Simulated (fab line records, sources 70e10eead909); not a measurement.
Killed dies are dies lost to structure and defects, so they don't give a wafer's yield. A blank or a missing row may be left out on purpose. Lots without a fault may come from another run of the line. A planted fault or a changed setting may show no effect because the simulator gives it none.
fab line records | flow nand_harc
record lots=12 wafers=36 last_day=24
route steps=1159 shown P_BONDPAD@370 A_ONON_D1@438 A_CHANNEL_HOLE_D1@463
lots that met no fault: from a run of the same line without faults
start_h: hours from the record's first day to the start of the lot's first wafer shown | wait_h: hours since the lot's step before | " the same as in the row above | L1.1+2: a row that stands for several wafers | - no value, or no start given | * or withheld: withheld | < > ~ a bound
route shown NAME@n: a module of which the file shows steps, and the number in the route of the first | usual: mean/standard deviation of fault-free wafers | same: alike in all rows | chamber/n: place in a boat | sites: the reading at each site | _std_site: their standard deviation | _edge_site: outer sites' mean less inner sites' | radius_mm: how far each site lies from the wafer's centre | mask NAME#n: copy n | behind: the tool/chamber that last shaped the wafer | hold: why the lot was held/for how many hours/how that ended | device: the transistor (n, p or np) that didn't switch | end of line: the same wafers' tests at the end of the route | a step without rows: its recipe alone | killed: dies lost to structure and defects at the first sort, not the wafer's yield | map: a wafer's dies, x killed, . not, _ none there
set.NAME: the setting as run; set.NAME@STEP: as run at that earlier step | model.NAME: the simulator's own value behind a step, which no gauge read
steps of the route over a sample of lots; a table a step, a row a wafer
services: from which hour (start_h, from the record's first day; less than 0 if before it) a tool's chamber was out of use, for how many hours, and why
## steps
# step NHARC_P_BONDPAD_CD_MEAS_13
# usual cd_nm=497.7/1.9
# columns lot.wafer tool chamber start_h wait_h cd_nm
L829.1 cd_sem-03 - 131.83 - 494.6
L829.2 " - " " 493.0
L829.5 " - " " 497.6
L831.1 cd_sem-03 - 135.04 - 499.9
L831.2 " - " " 501.0
L831.6 " - " " 497.3
L830.1 cd_sem-02 - 144.56 - 499.1
L830.3 " - " " 495.6
L830.4 " - " " 497.8
L833.1 cd_sem-02 - 148.22 - 496.8
L833.3 " - " " 496.1
L833.4 " - " " 494.8
L832.2 cd_sem-02 - 153.24 - 501.6
L832.3 " - " " 501.8
L832.4 " - " " 498.9
L839.1 cd_sem-03 - 187.15 - 498.2
L839.3 " - " " 498.5
L839.4 " - " " 495.8
L844.2 cd_sem-03 - 206.40 - 499.2
L844.4 " - " " 497.5
L844.6 " - " " 498.2
L842.2 cd_sem-02 - 207.17 - 496.9
L842.4 " - " " 497.1
L842.5 " - " " 498.8
L845.3 cd_sem-02 - 231.83 - 499.9
L845.5 " - " " 493.7
L845.6 " - " " 496.4
L847.4 cd_sem-02 - 239.58 - 499.2
L847.5 " - " " 499.5
L847.6 " - " " 500.3
L849.1 cd_sem-01 - 247.29 - 495.2
L849.2 " - " " 498.2
L849.6 " - " " 498.4
L852.2 cd_sem-02 - 261.84 - 499.9
L852.4 " - " " 496.0
L852.6 " - " " 501.2
# step NHARC_A_ONON_D1_DEP_19
# recipe target_thk_a=10000 n2_flow_sccm=2750 n2o_flow_sccm=2000 nh3_flow_sccm=500 sih4_flow_sccm=210 temp_c=400
# usual n2_flow_sccm=2750/10
# columns lot.wafer tool chamber start_h wait_h n2_flow_sccm
L831.1 pecvd_onon-03 0 173.42 0.1 2746
L831.2 " 0 " " 2735
L831.6 " 0 " " 2743
L829.1 pecvd_onon-02 0 173.43 0.1 2743
L829.2 " 0 " " 2735
L829.5 " 0 " " 2746
L830.1 pecvd_onon-01 0 181.54 0.2 2753
L830.3 " 0 " " 2761
L830.4 " 0 " " 2757
L833.1 pecvd_onon-02 0 181.75 0.1 2740
L833.3 " 0 " " 2736
L833.4 " 0 " " 2753
L832.2 pecvd_onon-02 0 189.73 0.1 2748
L832.3 " 0 " " 2743
L832.4 " 0 " " 2734
L839.1 pecvd_onon-01 0 222.96 0.1 2739
L839.3 " 0 " " 2748
L839.4 " 0 " " 2746
L844.2 pecvd_onon-02 0 243.18 0.1 2769
L844.4 " 0 " " 2764
L844.6 " 0 " " 2759
L842.2 pecvd_onon-01 0 243.19 0.1 2746
L842.4 " 0 " " 2739
L842.5 " 0 " " 2742
L845.3 pecvd_onon-03 0 265.39 0.2 2750
L845.5 " 0 " " 2749
L845.6 " 0 " " 2745
L847.4 pecvd_onon-02 0 274.00 0.2 2747
L847.5 " 0 " " 2743
L847.6 " 0 " " 2744
L849.1 pecvd_onon-03 0 284.88 0.1 2753
L849.2 " 0 " " 2747
L849.6 " 0 " " 2748
L852.2 pecvd_onon-03 0 297.13 0.1 2746
L852.4 " 0 " " 2756
L852.6 " 0 " " 2755
# step NHARC_A_ONON_D1_THK_MEAS_21
# recipe thk_meas_gauge=ellipsometry
# usual thk_nm=1001/11
# columns lot.wafer tool chamber start_h wait_h thk_nm
L831.1 film_metro-01 - 173.93 - 1016
L831.2 " - " " 1016
L831.6 " - " " 1017
L829.1 film_metro-02 - 173.95 - 994
L829.2 " - " " 995
L829.5 " - " " 994
L830.1 film_metro-02 - 182.05 - 1002
L830.3 " - " " 1003
L830.4 " - " " 1004
L833.1 film_metro-01 - 182.26 - 990
L833.3 " - " " 990
L833.4 " - " " 989
L832.2 film_metro-01 - 190.18 - 984
L832.3 " - " " 984
L832.4 " - " " 984
L839.1 film_metro-02 - 223.47 - 1013
L839.3 " - " " 675
L839.4 " - " " 675
L844.2 film_metro-02 - 243.63 - 998
L844.4 " - " " 997
L844.6 " - " " 996
L842.2 film_metro-01 - 243.64 - 984
L842.4 " - " " 647
L842.5 " - " " 985
L845.3 film_metro-02 - 265.78 - 996
L845.5 " - " " 995
L845.6 " - " " 995
L847.4 film_metro-02 - 274.34 - 1009
L847.5 " - " " 1010
L847.6 " - " " 1010
L849.1 film_metro-02 - 285.39 - 1011
L849.2 " - " " 1011
L849.6 " - " " 1010
L852.2 film_metro-02 - 297.58 - 1020
L852.4 " - " " 1016
L852.6 " - " " 1016
# step NHARC_A_CHANNEL_HOLE_D1_OVL_MEAS_11
# usual overlay_x_nm=0.1/0.9 overlay_y_nm=-0.3/0.94
# columns lot.wafer tool chamber start_h wait_h overlay_x_nm overlay_y_nm
L831.1 overlay-01 - 185.45 - 0.2 -1.4
L831.2 " - " " 0.0 -1.9
L831.6 " - " " -0.1 -1.4
L829.1 overlay-02 - 185.61 - 1.4 -0.8
L829.2 " - " " 1.3 -0.9
L829.5 " - " " 0.9 -0.9
L830.1 overlay-01 - 189.80 - -1.4 -1.3
L830.3 " - " " -1.8 -1.5
L830.4 " - " " -1.8 -1.4
L833.1 overlay-01 - 191.64 - -0.4 -1.0
L833.3 " - " " -1.1 -1.2
L833.4 " - " " -0.7 -1.6
L832.2 overlay-01 - 198.15 - 0.3 -0.1
L832.3 " - " " 0.3 -0.5
L832.4 " - " " 0.4 -0.3
L839.1 overlay-01 - 232.74 - -0.4 1.4
L844.2 overlay-01 - 248.64 - -0.9 -0.3
L844.4 " - " " 0.1 -0.5
L844.6 " - " " -0.1 -0.1
L842.2 overlay-01 - 249.08 - -0.3 0.6
L842.5 " - " " -0.2 0.0
L845.3 overlay-02 - 270.88 - 0.1 1.2
L845.5 " - " " -0.2 1.0
L845.6 " - " " -0.3 1.1
L847.4 overlay-02 - 279.31 - -1.2 -0.6
L847.5 " - " " -1.0 0.2
L847.6 " - " " -1.3 -0.6
L849.1 overlay-01 - 292.24 - 0.3 -1.4
L849.2 " - " " 0.6 -1.3
L849.6 " - " " 0.3 -1.3
L852.2 overlay-02 - 305.51 - 0.3 -0.8
L852.4 " - " " 0.3 -0.8
L852.6 " - " " 1.0 -0.9
# step NHARC_A_CHANNEL_HOLE_D1_INSPECT_12
# usual raw_defect_count=5.4/2.8
# columns lot.wafer tool chamber start_h wait_h raw_defect_count
L831.1 defect_inspect-02 - 185.49 0.0 13
L831.2 " - " " 5
L831.6 " - " " 10
L829.1 defect_inspect-02 - 185.64 0.0 2
L829.2 " - " " 6
L829.5 " - " " 2
L830.1 defect_inspect-01 - 189.83 0.0 4
L830.3 " - " " 2
L830.4 " - " " 2
L833.1 defect_inspect-02 - 191.70 0.1 5
L833.3 " - " " 6
L833.4 " - " " 2
L832.2 defect_inspect-02 - 198.19 0.0 9
L832.3 " - " " 7
L832.4 " - " " 9
L839.1 defect_inspect-02 - 232.78 0.0 5
L844.2 defect_inspect-01 - 248.68 0.0 5
L844.4 " - " " 3
L844.6 " - " " 5
L842.2 defect_inspect-02 - 249.11 0.0 8
L842.5 " - " " 4
L845.3 defect_inspect-02 - 270.91 0.0 7
L845.5 " - " " 5
L845.6 " - " " 5
L847.4 defect_inspect-02 - 279.34 0.0 3
L847.5 " - " " 4
L847.6 " - " " 6
L849.1 defect_inspect-01 - 292.28 0.0 6
L849.2 " - " " 4
L849.6 " - " " 8
L852.2 defect_inspect-01 - 305.55 0.0 8
L852.4 " - " " 6
L852.6 " - " " 10
## services
# columns tool chamber start_h hours kind
pecvd_onon-03 - 153.00 13.0 pm
pecvd_onon-01 - 195.00 13.0 pm
pecvd_onon-01 - 211.17 6.2 repair
pecvd_onon-02 - 237.84 1.5 repair
pecvd_onon-02 - 292.27 13.0 pm
## key
first_sign step=NHARC_A_ONON_D1_THK_MEAS_21 reading=thk_nm direction=down sigmas=31 usual=1001 struck=666
effect none on later readings
met_at NHARC_A_ONON_D1_DEP_19
struck_lots L839,L842
struck_wafers L839.3,L839.4,L842.4
later_rows_left_out L839.3,L839.4,L842.4
sort_left_out L839.3,L839.4,L842.4
tester_left_out L839,L842
not_acting_at NHARC_P_BONDPAD_CD_MEAS_13,NHARC_A_CHANNEL_HOLE_D1_OVL_MEAS_11,NHARC_A_CHANNEL_HOLE_D1_INSPECT_12
onset_between 181.54 222.96
fault kind=process_parameter_drift tool=pecvd_onon-01 chamber=- onset_h=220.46 steps=NHARC_A_ONON_D1_DEP_19 channel=target_thk_a offset=* shape=step end_h=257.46 scope=struck_wafers_only acts_in=* stated=*
# tester_left_out: of these lots the tester's yield and bins aren't shown, on N5 and GAA mostly nor the transistor test; their killed dies are dies lost to structure and defects alone, not to doping, threshold or leakage, so they don't give the yield
# sort_left_out: the simulated sort isn't trusted on such a fault, so these wafers' sort isn't shown, and their yield isn't known
# later_rows_left_out: the simulator's readings of these wafers behind a module that went badly wrong aren't trusted and aren't shown, but for the sort
